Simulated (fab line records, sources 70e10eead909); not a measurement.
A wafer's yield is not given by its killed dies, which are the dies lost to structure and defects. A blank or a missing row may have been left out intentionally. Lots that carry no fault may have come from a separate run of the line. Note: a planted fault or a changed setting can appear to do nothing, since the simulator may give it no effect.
What tool caused it? -- flow nand_harc -- 33 wafers from 11 lots sampled at 6 of the route's 1302 steps

== WHAT THE GAUGES READ, wafer by wafer ==
NHARC_A_SGD_CUT_INSPECT_25.
lot,measured,on,raw_defect_count
L624,day 19 21:59,defect_inspect-01,397 387 412
L626,day 20 12:02,defect_inspect-01,337 333 344
L627,day 21 00:14,defect_inspect-02,477 370 404
L629,day 21 23:04,defect_inspect-01,295 278 255
L630,day 21 23:32,defect_inspect-02,438 321 263
L632,day 23 00:56,defect_inspect-01,322 425 426
L635,day 23 17:34,defect_inspect-01,277 289 268
L636,day 24 06:52,defect_inspect-02,348 348 280
L641,day 26 07:15,defect_inspect-01,554 529 426
L640,day 26 07:15,defect_inspect-02,824 772 870
L643,day 27 07:44,defect_inspect-02,754 729 766

NHARC_END_SORT_01.
lot,measured,on,killed_at_array,killed_at_other,killed_at_periphery,killed_dies,killed_open,killed_short
L627,day 25 18:29,prober-02,80 102 101,3 0 2,0 1 2,83 103 105,3 1 3,4 1 3
L632,day 27 23:46,prober-01,62 50 45,0 2 0,3 2 3,65 54 48,5 5 2,1 4 0
L636,day 29 05:23,prober-01,16 19 27,0 0 0,1 2 3,17 21 30,1 3 5,2 2 1
L640,day 30 22:19,prober-01,325 331 325,5 0 0,4 1 4,334 332 329,2 3 2,4 3 2
L643,day 32 06:04,prober-02,323 322 310,0 0 1,2 6 7,325 328 318,4 3 3,1 0 3

== WHICH TOOL RAN EACH LOT (tool, then ch and the chambers of the sampled wafers, then the start) ==
lot,NHARC_A_SGD_CUT_ETCH_59,NHARC_A_SGD_CUT_ETCH_15,NHARC_A_SGD_CUT_CMP_21,NHARC_A_SGD_CUT_ETCHBACK_24
L624,"rie_diel-04 ch 0,2, day 19 21:17 or earlier","rie_diel-04 ch 1,3, day 19 21:17 or earlier","cmp-04 ch 0,1,2, day 19 21:17","rie_diel-04 ch 0,2, day 19 21:46"
L626,"rie_diel-12 ch 0,1,3, day 20 11:19 or earlier","rie_diel-12 ch 1,2,3, day 20 11:19 or earlier","cmp-04 ch 0,3, day 20 11:19","rie_diel-12 ch 1,2, day 20 11:47"
L627,"rie_diel-12 ch 0,1,3, day 20 23:28 or earlier","rie_diel-12 ch 0,1,2, day 20 23:28 or earlier","cmp-04 ch 0,2,3, day 20 23:28","rie_diel-04 ch 0,3, day 20 23:57"
L629,"rie_diel-12 ch 0,1,3, day 21 22:21 or earlier","rie_diel-12 ch 1,2,3, day 21 22:21 or earlier","cmp-02 ch 0,1,3, day 21 22:21","rie_diel-11 ch 0,2,3, day 21 22:50"
L630,"rie_diel-11 ch 1,2,3, day 21 22:21 or earlier","rie_diel-11 ch 0,1,2, day 21 22:21 or earlier","cmp-04 ch 0,1,3, day 21 22:21","rie_diel-12 ch 0,2,3, day 21 22:50"
L632,"rie_diel-11 ch 1,2, day 23 00:13 or earlier","rie_diel-11 ch 0,1,3, day 23 00:13 or earlier","cmp-02 ch 0,1,2, day 23 00:13","rie_diel-12 ch 0,1, day 23 00:41"
L635,"rie_diel-12 ch 0,1,3, day 23 16:55 or earlier","rie_diel-12 ch 1,2,3, day 23 16:55 or earlier","cmp-03 ch 1,2,3, day 23 16:55","rie_diel-04 ch 0,2,3, day 23 17:22"
L636,"rie_diel-12 ch 0,1, day 24 06:09 or earlier","rie_diel-12 ch 0,1, day 24 06:09 or earlier","cmp-03 ch 2,3, day 24 06:09","rie_diel-04 ch 0,1,2, day 24 06:38"
L641,"rie_diel-12 ch 0,1,3, day 26 06:35 or earlier","rie_diel-12 ch 0,1,2, day 26 06:35 or earlier","cmp-04 ch 0,1,2, day 26 06:35","rie_diel-11 ch 0,2,3, day 26 07:02"
L640,"rie_diel-12 ch 0,1,3, day 26 06:33 or earlier","rie_diel-12 ch 0,2,3, day 26 06:33 or earlier","cmp-03 ch 1,2,3, day 26 06:33","rie_diel-04 ch 0,1,2, day 26 07:01"
L643,"rie_diel-04 ch 1,2, day 27 07:02 or earlier","rie_diel-04 ch 0,2,3, day 27 07:02 or earlier","cmp-03 ch 0,2,3, day 27 07:02","rie_diel-11 ch 2,3, day 27 07:30"
- NHARC_A_SGD_CUT_ETCH_59: etches the open film in N2/H2, target depth 260 nm, time 406.25 s.
- NHARC_A_SGD_CUT_ETCH_15: etches the open film in CH3F/O2, target depth 75 nm, time 64.3 s.
- NHARC_A_SGD_CUT_CMP_21: polishes, target thk 148.19 nm.
- NHARC_A_SGD_CUT_ETCHBACK_24: etches the open film in CH3F/O2, target depth 50 nm, time 92.857 s.

== AS READ BY THE TOOLS THEMSELVES (means over the sampled wafers that have a number; for cases with no such wafer, the mark the record gives instead) ==
NHARC_A_SGD_CUT_ETCH_59.
lot,tool,drypump_motor_current_A (A),oes_product_au (a.u.),rf_vpp_V (V),showerhead_plenum_p_Torr (Torr),throttle_valve_pct (%)
L624,rie_diel-04,5.2,0.997,428.0,1.96,14.170
L626,rie_diel-12,5.6,0.991,430.4,2.04,14.169
L627,rie_diel-12,5.6,0.990,431.0,2.04,14.173
L629,rie_diel-12,5.6,0.994,431.3,2.04,14.181
L630,rie_diel-11,6.0,0.996,431.0,2.05,14.177
L632,rie_diel-11,6.0,0.992,427.8,1.96,14.166
L635,rie_diel-12,5.6,0.997,430.8,2.04,14.172
L636,rie_diel-12,5.3,1.003,429.7,2.02,14.172
L641,rie_diel-12,5.7,0.998,431.0,2.04,14.168
L640,rie_diel-12,5.6,1.000,430.5,2.04,14.177
L643,rie_diel-04,5.8,1.001,432.4,2.10,14.168

NHARC_A_SGD_CUT_ETCH_15.
lot,tool,drypump_motor_current_A (A),oes_product_au (a.u.),rf_vpp_V (V),showerhead_plenum_p_Torr (Torr),throttle_valve_pct (%)
L624,rie_diel-04,6.0,0.952,263.8,2.43,20.664
L626,rie_diel-12,5.6,0.966,264.3,2.48,20.663
L627,rie_diel-12,5.2,0.969,263.4,2.45,20.659
L629,rie_diel-12,5.5,0.966,264.6,2.48,20.654
L630,rie_diel-11,6.3,0.968,263.0,2.38,20.667
L632,rie_diel-11,6.0,0.954,263.2,2.43,20.659
L635,rie_diel-12,5.6,0.963,263.9,2.48,20.656
L636,rie_diel-12,5.3,0.926,263.3,2.43,20.666
L641,rie_diel-12,5.2,0.970,263.3,2.45,20.661
L640,rie_diel-12,5.3,0.920,264.0,2.43,20.658
L643,rie_diel-04,5.6,0.977,262.0,2.35,20.666

NHARC_A_SGD_CUT_CMP_21.
lot,tool,motor_current_A (A),slurry_flow_ml_min,time_to_endpoint_s (s)
L624,cmp-04,12.7,150.2,49
L626,cmp-04,11.9,150.1,54
L627,cmp-04,12.6,149.9,52
L629,cmp-02,12.1,149.8,52
L630,cmp-04,11.5,150.1,53
L632,cmp-02,12.0,149.5,54
L635,cmp-03,12.5,149.7,50
L636,cmp-03,12.7,149.7,49
L641,cmp-04,12.7,150.1,54
L640,cmp-03,12.1,150.0,48
L643,cmp-03,11.7,149.9,49

NHARC_A_SGD_CUT_ETCHBACK_24.
lot,tool,drypump_motor_current_A (A),oes_product_au (a.u.),rf_vpp_V (V),showerhead_plenum_p_Torr (Torr),throttle_valve_pct (%)
L624,rie_diel-04,5.2,0.93,243.1,2.37,20.662
L626,rie_diel-12,5.1,0.92,244.7,2.47,20.670
L627,rie_diel-04,5.7,0.99,243.4,2.35,20.656
L629,rie_diel-11,6.2,1.00,243.7,2.49,20.664
L630,rie_diel-12,5.3,1.00,244.1,2.43,20.649
L632,rie_diel-12,5.3,0.92,244.0,2.43,20.659
L635,rie_diel-04,5.7,1.00,242.7,2.35,20.665
L636,rie_diel-04,5.6,1.00,243.4,2.45,20.671
L641,rie_diel-11,6.2,0.99,244.5,2.49,20.669
L640,rie_diel-04,5.5,1.01,243.2,2.45,20.658
L643,rie_diel-11,5.9,1.00,245.9,2.57,20.658

== THE ANSWER, worked out from the rows above alone ==
Rule: the usual values come from the lots themselves. The widest of any qualifying gaps counts: lots, ordered by their means at a reading, are off when they make up no more than a third of the lots, leave a main group of 4 or more, and stand apart from it by 3 or more times the standard deviation of that group's means. A main group whose means are all the same, to the digits that the tables above print for the reading, isn't used. A lot without any number at a reading at which 4 lots or more have one is off too. Where the step has rows for the other lots, those lots are counted as sound. After the gauges, taken in route order, come the tools' own readings; for these a lot's mean is taken, as printed above. At the first step where some lot is off, the reading lying furthest off is the one used; lots without a number count as furthest.
Off at NHARC_A_SGD_CUT_INSPECT_25 (raw_defect_count): L640, L643. Mean 363 and standard deviation 68 in the main group.
If a tool, at a process step before that reading, ran all the lots that are off and no sound lot after the first of them, it fits. The gauges at NHARC_A_SGD_CUT_INSPECT_25 are tried like those tools. NHARC_A_SGD_CUT_ETCH_59: start missing for some lots; hours and lot order therefore follow NHARC_A_SGD_CUT_CMP_21. NHARC_A_SGD_CUT_ETCH_15: start missing for some lots; hours and lot order therefore follow NHARC_A_SGD_CUT_CMP_21. Undecided on this evidence; 2 tools fit (cmp-03 at NHARC_A_SGD_CUT_CMP_21, defect_inspect-02 at NHARC_A_SGD_CUT_INSPECT_25).

== WHAT THE SIMULATOR HAD INSERTED ==
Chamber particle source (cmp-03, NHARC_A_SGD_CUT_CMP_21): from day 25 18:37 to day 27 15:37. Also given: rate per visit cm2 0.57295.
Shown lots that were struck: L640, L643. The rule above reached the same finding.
